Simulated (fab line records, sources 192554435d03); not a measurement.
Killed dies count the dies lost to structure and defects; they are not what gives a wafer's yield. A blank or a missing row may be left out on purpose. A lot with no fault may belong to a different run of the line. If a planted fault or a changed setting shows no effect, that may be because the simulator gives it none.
fab line records ; flow n5_finfet
[record] lots = 4; wafers = 12; last_day = 17
route steps=1938 shown PMOS_HMC_CHANNEL_EPI@84 FIN_SAQP@90 FIN_CUT@165 BEOL_M4@1111 PASSIVATION@1936
lots untouched by any fault: they come from a run of this same line in which no faults occurred
start_h: start of the lot's first displayed wafer, in hours after the record's first day ; wait_h: time in hours since the lot's previous step ; " the same as in the row above ; L1.1+2: several wafers, shown together as one row ; - no value, or no start was given ; * or withheld: withheld ; < > ~ a bound
route shown NAME@n: a module of which the file shows steps, and the number in the route of the first ; usual: mean/standard deviation taken from wafers without a fault ; same: alike in all rows ; chamber/n: place in a boat ; sites: per-site readings ; _std_site: standard deviation of those values ; _edge_site: mean of outer sites minus mean of inner sites ; radius_mm: for every site, how far away it sits from the centre of the wafer ; mask NAME#n: copy n ; behind: the most recent tool/chamber to have shaped the wafer ; hold: reason for holding the lot/hours on hold/outcome of the hold ; device: names the non-switching transistor (n, p or np) ; end of line: the route-end tests of the same wafers ; for a step that has no rows: nothing shown but its recipe ; killed: the dies lost at the first sort to structure and to defects; this is not the yield of the wafer ; map: dies across one wafer; x = killed, . = not, _ = none there
set.NAME: the setting that was run; set.NAME@STEP: the one run at that earlier step ; model.NAME: the simulator's own value behind a step, which no gauge read
a table for each step, a row for each wafer; lots at some steps of the route
services: from which hour (start_h, from the record's first day; less than 0 if before it) a tool's chamber was out of use, for how many hours, and why
[[steps]]
[step N5_PMOS_HMC_CHANNEL_EPI_PRECLEAN_37]
[recipe] chemistry = O3/DIW; time_s = 45; temp_c = 22; o3_ppm = 10
[step N5_PMOS_HMC_CHANNEL_EPI_PRECLEAN_24]
[recipe] chemistry = DHF; time_s = 30; temp_c = 25; dilution = withheld
[step N5_PMOS_HMC_CHANNEL_EPI_SRD_25]
[recipe] dry = ipa_marangoni; do_ppb = 5; time_s = 30; temp_c = 23; rinse_liquid = diw
[step N5_PMOS_HMC_CHANNEL_EPI_EPI_26]
[recipe] material = Si; target_thk_a = 38; temp_c = 650; precursor = SiH4/H2; pressure_torr = 20; time_s = 22.7
[step N5_FIN_SAQP_PRECLEAN_42]
[recipe] chemistry = O3/DIW; time_s = 60; temp_c = 22; o3_ppm = 10
[step N5_FIN_SAQP_PRECLEAN_00]
[recipe] chemistry = SC1; time_s = 60; temp_c = 55; mix = 1:2:50
[step N5_FIN_SAQP_PRECLEAN_44]
[recipe] chemistry = SC2; time_s = 45; temp_c = 35; mix = 1:1:50
[step N5_FIN_SAQP_SRD_01]
[recipe] dry = ipa_marangoni; time_s = 30; temp_c = 23; rinse_liquid = diw
[step N5_FIN_SAQP_ALD_61]
[recipe] material = SiO2; target_thk_a = 40; temp_c = 300; ald_precursor_family = BDEAS; ald_co_reactant = O2-plasma; pulse_time_s = 1; purge_time_s = 2; co_reactant_purge_time_s = 2; ald_cycles = 43; pressure_torr = 2
[step N5_FIN_SAQP_DENSIFY_62]
[recipe] temp_c = 700; time_s = 60; ambient = N2; idle_temp_c = 600; ramp_up_c_per_s = 150; ramp_down_c_per_s = 60; cool_to_c = 600
[step N5_FIN_SAQP_HM_DEP_03]
[recipe] material = SiNx; target_thk_a = 380; temp_c = 400; precursor = SiH4/NH3/N2; pressure_torr = 1.5; rf_w = 300; time_s = 33.6
[usual] heater_power_w = 772/120; showerhead_plenum_p_Torr = 5.11/0.079; throttle_valve_pct = 38.5/1.9
lot.wafer;tool;chamber;start_h;wait_h;heater_power_w;showerhead_plenum_p_Torr;throttle_valve_pct
L134.3;pecvd-03;2;39.22;0.1;1015;5.03;38.1
L134.4;pecvd-03;1;39.22;0.1;764;5.21;39.0
L134.6;pecvd-03;0;39.22;0.1;840;5.11;42.2
L145.2;pecvd-03;2;105.66;0.3;932;5.03;38.5
L145.3;pecvd-03;0;105.66;0.3;831;5.11;42.7
L145.5;pecvd-03;1;105.66;0.3;680;5.20;39.2
L146.2;pecvd-03;0;111.89;0.2;842;5.09;42.6
L146.3;pecvd-03;2;111.89;0.2;915;5.05;38.3
L146.4;pecvd-03;2;111.89;0.2;937;5.06;38.3
L153.2;pecvd-02;0;153.12;0.2;815;5.07;37.6
L153.3;pecvd-02;1;153.12;0.2;742;5.04;36.8
L153.6;pecvd-02;2;153.12;0.2;848;5.16;36.3
[step N5_FIN_SAQP_PECVD_47]
[recipe] material = a-Si; target_thk_a = 450; temp_c = 400; precursor = SiH4/He; pressure_torr = 3; rf_w = 100; time_s = 36.3
[step N5_FIN_SAQP_PECVD_48]
[recipe] material = SiNx; target_thk_a = 250; temp_c = 400; precursor = SiH4/NH3/N2; pressure_torr = 1.5; rf_w = 300; time_s = 22.1
[step N5_FIN_SAQP_PECVD_06]
[recipe] material = a-Si; target_thk_a = 600; temp_c = 400; precursor = SiH4/He; pressure_torr = 3; rf_w = 100; time_s = 48.1
[step N5_FIN_SAQP_HM_DEP_72]
[recipe] material = SiO2; target_thk_a = 120; temp_c = 400; precursor = SiH4/N2O; pressure_torr = 0.75; rf_w = 275; time_s = 7.2
[step N5_FIN_SAQP_COAT_49]
[recipe] resist = SOC; temp_c = 250; time_s = 60; spin_rpm = 1500; resist_thk_nm = 100
[step N5_FIN_SAQP_COAT_50]
[recipe] resist = SiARC; temp_c = 220; time_s = 60; spin_rpm = 1500; resist_thk_nm = 35
[step N5_FIN_SAQP_COAT_10]
[recipe] resist = CAR-ArF; spin_rpm = 1500; resist_thk_nm = 90
[step N5_FIN_SAQP_EBR_12]
[recipe] solvent = PGMEA; ebr_width_mm = 1.5
[step N5_FIN_SAQP_SOFTBAKE_11]
[recipe] temp_c = 110; time_s = 60; resist = CAR-ArF
[step N5_FIN_SAQP_EXPOSE_13]
[recipe] mask_id = FIN_CORE; na = 1.35; source_shape = dipole; sigma_inner = 0.538; sigma_outer = 0.738; polarization = te; target_cd_nm = 35.6; dose_mj = 63.25
[step N5_FIN_SAQP_PEB_14]
[recipe] peb_temp_c = withheld; peb_time_s = 60; resist = CAR-ArF
[step N5_FIN_SAQP_DEVELOP_15]
[recipe] develop_time_s = 30; developer = TMAH; resist = CAR-ArF; dev_temp_c = 23; rinse_liquid = diw; dry = air_spin
[step N5_FIN_SAQP_INSPECT_18]
[recipe] mode = adi; inspect_instrument = brightfield
[usual] raw_defect_count = 388/110
lot.wafer;tool;chamber;start_h;wait_h;raw_defect_count
L134.3;defect_inspect-01;-;40.06;0.0;480
L134.4;defect_inspect-01;-;40.06;0.0;311
L134.6;defect_inspect-01;-;40.06;0.0;411
L145.2;defect_inspect-01;-;106.50;0.0;1008
L145.3;defect_inspect-01;-;106.50;0.0;922
L145.5;defect_inspect-01;-;106.50;0.0;1020
L146.2;defect_inspect-02;-;112.64;0.0;1112
L146.3;defect_inspect-02;-;112.64;0.0;1046
L146.4;defect_inspect-02;-;112.64;0.0;1021
L153.2;defect_inspect-01;-;153.96;0.0;349
L153.3;defect_inspect-01;-;153.96;0.0;357
L153.6;defect_inspect-01;-;153.96;0.0;418
[step N5_FIN_SAQP_DESCUM_21]
[recipe] chemistry = O2; time_s = 7.9; source_power_w = 50; bias_power_w = 20; pressure_mtorr = 20; rf_frequency_hz = 2.712e+07; temp_c = 40; resist = CAR-ArF; o2_flow_sccm = 225
[step N5_FIN_SAQP_ETCH_51]
[recipe] chemistry = CF4; target = SiARC; target_depth_a = 455; mask_material = CAR-ArF; time_s = 75.8; ion_energy_ev = 80; pressure_mtorr = 40; source_w = 545; bias_w = 36; Ar_flow_sccm = 100; cf4_flow_sccm = 100; ends = cleared
[step N5_FIN_SAQP_ETCH_52]
[recipe] chemistry = N2/H2; target = SOC; target_depth_a = 1000; overetch_a = 200; mask_material = SiARC; temp_c = 40; time_s = 150; ion_energy_ev = 200; pressure_mtorr = 30; source_w = 840; bias_w = 150; n2_flow_sccm = 200; h2_flow_sccm = 200; ends = end_point
[step N5_FIN_SAQP_STRIP_53]
[recipe] chemistry = N2/H2; temp_c = 40; n2_flow_sccm = 200; h2_flow_sccm = 200; rf_frequency_hz = 6e+07
[step N5_FIN_SAQP_HM_OPEN_73]
[recipe] chemistry = CHF3/O2; target = SiO2; stop_on = a-Si; target_depth_a = 120; over_etch_frac = 1.8; mask_material = SOC; time_s = 16.8; pressure_mtorr = 30; source_w = 650; bias_w = 170; Ar_flow_sccm = 200; CHF3_flow_sccm = 50; O2_flow_sccm = 5; ion_energy_ev = 200; ends = end_point
[step N5_FIN_SAQP_STRIP_74]
[recipe] chemistry = CHF3/O2; resist = SiARC; rf_frequency_hz = 6e+07
[step N5_FIN_SAQP_MANDREL_ETCH_22]
[recipe] target_depth_a = 600; chemistry = HBr/Cl2; target = a-Si; stop_on = SiNx; bt_time_s = 10; over_etch_frac = 0.5; time_s = 30; pressure_mtorr = 10; icp_w = 800; bias_w = 75; HBr_flow_sccm = 150; Cl2_flow_sccm = 80; ends = end_point
[step N5_FIN_SAQP_STRIP_55]
[recipe] chemistry = N2/H2; power_w = 500; temp_c = 40; pressure_mtorr = 50; rf_frequency_hz = 6e+07; overash_fraction = 0.3; bias_power_w = 28; h2_frac = 0.5; n2_flow_sccm = 300; h2_flow_sccm = 300
[step N5_FIN_SAQP_STRIP_23]
[recipe] chemistry = SPM; time_s = 750; temp_c = 130; h2so4_h2o2_vol_ratio = 4
[step N5_FIN_SAQP_SRD_66]
[recipe] dry = ipa_marangoni; time_s = 30; temp_c = 23; rinse_liquid = diw
[step N5_FIN_SAQP_RECESS_75]
[recipe] chemistry = HF/NH3; target = SiO2; target_depth_a = 144; afs_cycles = 3; temp_c = 30; sublimation_temp_c = 180; sublimation_time_s = 60
[step N5_FIN_SAQP_SPACER1_ALD_24]
[recipe] material = SiO2; target_thk_a = 203; temp_c = 300; ald_precursor_family = BDEAS; ald_co_reactant = O2-plasma; pulse_time_s = 1; purge_time_s = 2; co_reactant_purge_time_s = 2; ald_cycles = 218; pressure_torr = 2
[step N5_FIN_SAQP_INSPECT_40]
[recipe] inspect_instrument = brightfield; mode = aei
[usual] raw_defect_count = 221/57
lot.wafer;tool;chamber;start_h;wait_h;raw_defect_count
L134.3;defect_inspect-02;-;45.10;0.0;344
L134.4;defect_inspect-02;-;45.10;0.0;190
L134.6;defect_inspect-02;-;45.10;0.0;233
L145.2;defect_inspect-01;-;110.80;0.0;841
L145.3;defect_inspect-01;-;110.80;0.0;768
L145.5;defect_inspect-01;-;110.80;0.0;814
L146.2;defect_inspect-01;-;117.05;0.0;956
L146.3;defect_inspect-01;-;117.05;0.0;922
L146.4;defect_inspect-01;-;117.05;0.0;879
L153.2;defect_inspect-01;-;161.51;0.0;237
L153.3;defect_inspect-01;-;161.51;0.0;247
L153.6;defect_inspect-01;-;161.51;0.0;290
[step N5_FIN_CUT_INSPECT_10]
[recipe] mode = adi; inspect_instrument = brightfield
[usual] raw_defect_count = 39/10
lot.wafer;tool;chamber;start_h;wait_h;raw_defect_count
L134.3;defect_inspect-02;-;45.50;0.0;57
L134.4;defect_inspect-02;-;45.50;0.0;24
L134.6;defect_inspect-02;-;45.50;0.0;50
L145.2;defect_inspect-01;-;111.19;0.0;727
L145.3;defect_inspect-01;-;111.19;0.0;678
L145.5;defect_inspect-01;-;111.19;0.0;690
L146.2;defect_inspect-02;-;117.46;0.0;757
L146.3;defect_inspect-02;-;117.46;0.0;698
L146.4;defect_inspect-02;-;117.46;0.0;711
L153.2;defect_inspect-01;-;162.02;0.0;36
L153.3;defect_inspect-01;-;162.02;0.0;39
L153.6;defect_inspect-01;-;162.02;0.0;34
[step N5_FIN_CUT_INSPECT_17]
[recipe] inspect_instrument = brightfield; mode = aei
[usual] raw_defect_count = 226/55
lot.wafer;tool;chamber;start_h;wait_h;raw_defect_count
L134.3;defect_inspect-01;-;46.44;0.0;330
L134.4;defect_inspect-01;-;46.44;0.0;183
L134.6;defect_inspect-01;-;46.44;0.0;243
L145.2;defect_inspect-02;-;112.13;0.0;858
L145.3;defect_inspect-02;-;112.13;0.0;785
L145.5;defect_inspect-02;-;112.13;0.0;836
L146.2;defect_inspect-01;-;118.41;0.0;951
L146.3;defect_inspect-01;-;118.41;0.0;899
L146.4;defect_inspect-01;-;118.41;0.0;866
L153.2;defect_inspect-01;-;163.33;0.0;244
L153.3;defect_inspect-01;-;163.33;0.0;252
L153.6;defect_inspect-01;-;163.33;0.0;258
[step N5_BEOL_M4_RC_MEAS_101]
[usual] DIBL_N = 35.7/1.3; DIBL_P = 35.4/1.8; IOFF_N = 0.152/0.027; IOFF_P = 0.20/0.034; ION_N = 672/9.8; ION_P = 461/7.5; SS_N = 71.4/0.55; SS_P = 73.1/0.61; VT_N = 251/3.3; VT_P = -251/3.6
lot.wafer;tool;chamber;start_h;wait_h;DIBL_N[mV/V];DIBL_P[mV/V];IOFF_N[nA/um];IOFF_P[nA/um];ION_N[uA/um];ION_P[uA/um];SS_N[mV/dec];SS_P[mV/dec];VT_N[mV];VT_P[mV]
L134.3;prober-02;0;181.50;0.3;34.6;36.3;0.165;0.19;682;464;71.3;73.0;250;-252
L134.4;prober-02;0;181.50;0.3;36.9;37.7;0.190;0.20;680;456;72.2;73.9;249;-251
L134.6;prober-02;0;181.50;0.3;34.4;35.2;0.150;0.17;677;456;71.4;72.6;251;-254
L146.2;prober-01;0;256.24;0.2;38.1;37.4;0.178;0.22;667;456;71.9;74.0;248;-251
L146.3;prober-01;0;256.24;0.2;37.8;36.4;0.179;0.20;676;455;72.1;74.4;249;-253
L146.4;prober-01;0;256.24;0.2;35.4;34.7;0.144;0.17;678;452;71.8;72.4;249;-255
L145.2;prober-01;0;260.74;0.2;36.5;36.6;0.170;0.22;673;462;72.3;72.7;250;-250
L145.3;prober-01;0;260.74;0.2;34.8;33.9;0.130;0.18;656;457;72.4;72.2;252;-253
L145.5;prober-01;0;260.74;0.2;38.1;38.5;0.192;0.25;676;458;72.1;74.1;249;-248
L153.2;prober-01;0;308.32;0.2;36.9;37.5;0.164;0.22;682;465;71.1;73.7;249;-254
L153.3;prober-01;0;308.32;0.2;35.3;35.2;0.132;0.17;670;456;70.9;73.0;252;-253
L153.6;prober-01;0;308.32;0.2;36.3;36.8;0.148;0.20;674;459;71.1;73.7;252;-251
[step N5_PASSIVATION_PROBE_49]
[usual] defect_limited_yield = 91.5/1.3; killed_at_M0_to_M3 = 33/11; killed_at_M4_up = 14/5.3; killed_at_contacts = 11/6.3; killed_at_front_end = 38/10; killed_at_other = 3.7/2.8; killed_dies = 101/16; killed_on_rim = 13/3.4; killed_open = 67/12; killed_short = 32/7.4; sort_bin_5_function = 5.0/0.86; sort_bin_6_memory = 3.2/0.69; sort_n_pass = 1079/16; sort_yield_pct = 91.5/1.3
[same] gross_dies = 1180; killed_at_back_side = 0; sort_bin_4_leakage[%] = 0; sort_bin_8_speed[%] = 0
lot.wafer;tool;chamber;start_h;wait_h;defect_limited_yield[%];killed_at_M0_to_M3;killed_at_M4_up;killed_at_contacts;killed_at_front_end;killed_at_other;killed_dies;killed_on_rim;killed_open;killed_short;sort_bin_5_function[%];sort_bin_6_memory[%];sort_n_pass;sort_yield_pct[%]
L146.2;prober-01;-;356.46;0.1;85.8;21;14;6;121;5;167;32;57;35;8.4;3.4;1013;85.8
L146.3;prober-01;-;356.51;0.1;83.6;20;12;5;151;6;194;23;62;26;11.0;2.8;986;83.6
L146.4;prober-01;-;356.56;0.2;84.1;23;9;7;149;0;188;24;59;24;9.9;3.7;992;84.1
L145.2;prober-01;-;365.00;0.1;83.5;28;14;10;138;5;195;26;64;22;10.8;3.4;985;83.5
L145.3;prober-01;-;365.05;0.1;85.8;37;8;13;105;4;167;29;70;22;8.1;3.9;1013;85.8
L145.5;prober-01;-;365.15;0.2;82.1;38;22;5;141;5;211;28;66;41;11.2;4.1;969;82.1
// killed by level:class
L146.2 FIN_SAQP:unspecified=73 FIN_SAQP:geometric_particle:open=15 FIN_SAQP:geometric_particle:short=10 STI_FIN_REVEAL:geometric_particle:open=9 MOL_CONTACT_COAG:geometric_particle:open=6 BEOL_M1:geometric_particle:open=5 BEOL_M4:geometric_particle:short=5 BEOL_M0_SAQP:geometric_particle:short=4
L146.3 FIN_SAQP:unspecified=104 FIN_SAQP:geometric_particle:open=14 STI_FIN_REVEAL:geometric_particle:open=10 FIN_SAQP:geometric_particle:short=8 BEOL_M2:geometric_particle:open=8 STARTING-WAFER:geometric_particle:short=5 MOL_CONTACT_COAG:geometric_particle:open=5 BEOL_M0_SAQP:geometric_particle:open=5
L146.4 FIN_SAQP:unspecified=105 STI_FIN_REVEAL:geometric_particle:open=13 FIN_SAQP:geometric_particle:short=10 FIN_SAQP:geometric_particle:open=9 BEOL_M3:geometric_particle:open=9 BEOL_M2:geometric_particle:open=6 MOL_CONTACT_COAG:geometric_particle:open=5 BEOL_M0_SAQP:geometric_particle:open=5
L145.2 FIN_SAQP:unspecified=108 MOL_CONTACT_COAG:geometric_particle:open=9 BEOL_M0_SAQP:geometric_particle:open=7 BEOL_M4:geometric_particle:open=7 FIN_SAQP:geometric_particle:open=6 GATE_CUT:geometric_particle:short=6 DUMMY_GATE:geometric_particle:open=5 BEOL_M0_SAQP:geometric_particle:short=5
L145.3 FIN_SAQP:unspecified=73 MOL_CONTACT_COAG:geometric_particle:open=12 BEOL_M1:geometric_particle:open=11 BEOL_M2:geometric_particle:open=10 FIN_SAQP:geometric_particle:open=7 FIN_SAQP:geometric_particle:short=4 DUMMY_GATE:geometric_particle:open=4 BEOL_M0_SAQP:geometric_particle:open=4
L145.5 FIN_SAQP:unspecified=104 BEOL_M0_SAQP:geometric_particle:short=9 GATE_CUT:geometric_particle:short=9 BEOL_M0_SAQP:geometric_particle:open=9 BEOL_M4:geometric_particle:open=9 BEOL_M1:geometric_particle:open=7 FIN_SAQP:geometric_particle:short=6 BEOL_M3:geometric_particle:open=5
// map L145.5 (x killed, . not)
_________________............________________
______________....x............._____________
___________x....x.x......x......x..__________
__________..xx.........x............_________
________................x.....x..x...._______
_______x....................x...x.....x______
______..x..x...........x.......x........_____
_____........x.x.....x.........xx........____
____.....x..........x...........x.x.......___
___.x..............x...x........x..........__
___x.....x................x..............x.__
__...x................x....................._
__.....x........x.......x................x.._
_....x.........x.................x.......x...
_..x.....x..................x.x..............
_x.x..xxx..x......................x.xx.......
_.x.xxxxxx.x...............................x.
_xxxxxxxxxxxxx...................x....x......
_xxxxxxxxxx..x.........x.....x............x..
_xxxxxxxxxx............x...........x.....x...
_xxxxxxxxx.x..x....x...x...x.................
__xxxxxxxxxx.........x.................x...._
__xxxxxxxxxxx..x........x.........x..x...x.._
___xxxxxxxxxxx.................x...........__
___xxxxxxxx.xx...........x.x...............__
____xxxxxxxx.x.............x..............___
_____.xx.............x...................____
______.xx..xx............x....x........._____
_______.x...................x.........x______
________..........x..........xx...x.x._______
__________...x....x................._________
___________x.....x..x..............__________
______________.................._____________
_________________.x........x.________________
// map L146.3 (x killed, . not)
_________________.......x....________________
______________.......x........x._____________
___________...................x....__________
__________.......x.........x........_________
________..........x.......x........x.._______
_______...........x...x......x.........______
______....x..........x.................._____
_____..x.......x..x..x...x......x........____
____..x...x.......x..............x........___
___x..x.x..........................x.......__
___xxxxx...x.............................x.__
__xxxxxxxxx........................x........_
__xxxxxxxxxxx.x........x........x..........._
_xxxxxxxxxxx.xx.x............................
_xxxxxxxxxxx.xx...................x..........
_xxxxxxxxxxxx...........x...x................
_xxxxxxxxxxx.......x.x..............x........
_xxxxxxxx.xxx..x.........x.........x.......x.
_xxxxxxxxx.....x......x.......x.......x....x.
_xxxxxx.xx.x.....x.............x.............
_..x..x...............................x......
__.......x.....x..x..................x......_
__...............x.........................._
___........................................__
___................x..xx.................x.__
____............x....................x..x.___
_____x.................x...x.............____
______.........x........x.......x......._____
_______.x...x.........x......x.........______
________.x.xx........x.x..x...x.....x._______
__________.......................x.._________
___________..............x....x....__________
______________..........xx.....x_____________
_________________............________________
[[services]]
tool;chamber;start_h;hours;kind
pecvd-02;2;21.12;-;clean
pecvd-02;2;21.12;-;consumable_replace:showerhead
pecvd-02;2;21.12;29.0;scheduled_down
pecvd-02;2;21.12;29.0;vent_cycle
pecvd-02;-;31.69;0.6;repair
pecvd-02;-;60.92;1.2;repair
pecvd-03;-;77.78;0.3;repair
pecvd-02;2;79.20;2.1;scheduled_down
pecvd-02;2;90.41;5.5;scheduled_down
pecvd-02;0;95.88;5.5;scheduled_down
pecvd-03;0;143.65;5.5;scheduled_down
pecvd-03;-;152.71;6.0;pm
[[key]]
[first_sign] step = N5_FIN_SAQP_INSPECT_18; reading = raw_defect_count; direction = up; sigmas = 5.7; usual = 388; struck = 1022
[effect] step = N5_FIN_SAQP_INSPECT_40; reading = raw_defect_count; direction = up; sigmas = 11; usual = 221; struck = 863
[effect] step = N5_FIN_CUT_INSPECT_10; reading = raw_defect_count; direction = up; sigmas = 65; usual = 39; struck = 710
[effect] step = N5_FIN_CUT_INSPECT_17; reading = raw_defect_count; direction = up; sigmas = 12; usual = 226; struck = 866
[effect] step = N5_PASSIVATION_PROBE_49; reading = killed_at_front_end; direction = up; sigmas = 9.4; usual = 38; struck = 134
[more_kills_born_at] N5_FIN_SAQP_HM_DEP_03@pecvd-03 = 567
met_at N5_FIN_SAQP_HM_DEP_03
struck_wafers L145.2,L145.3,L145.5,L146.2,L146.3,L146.4
onset_between 39.22 105.66
[fault] kind = chamber_particle_source; tool = pecvd-03; chamber = -; onset_h = 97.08; steps = N5_FIN_SAQP_HM_DEP_03; rate_per_visit_cm2 = 1.0441; end_h = 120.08
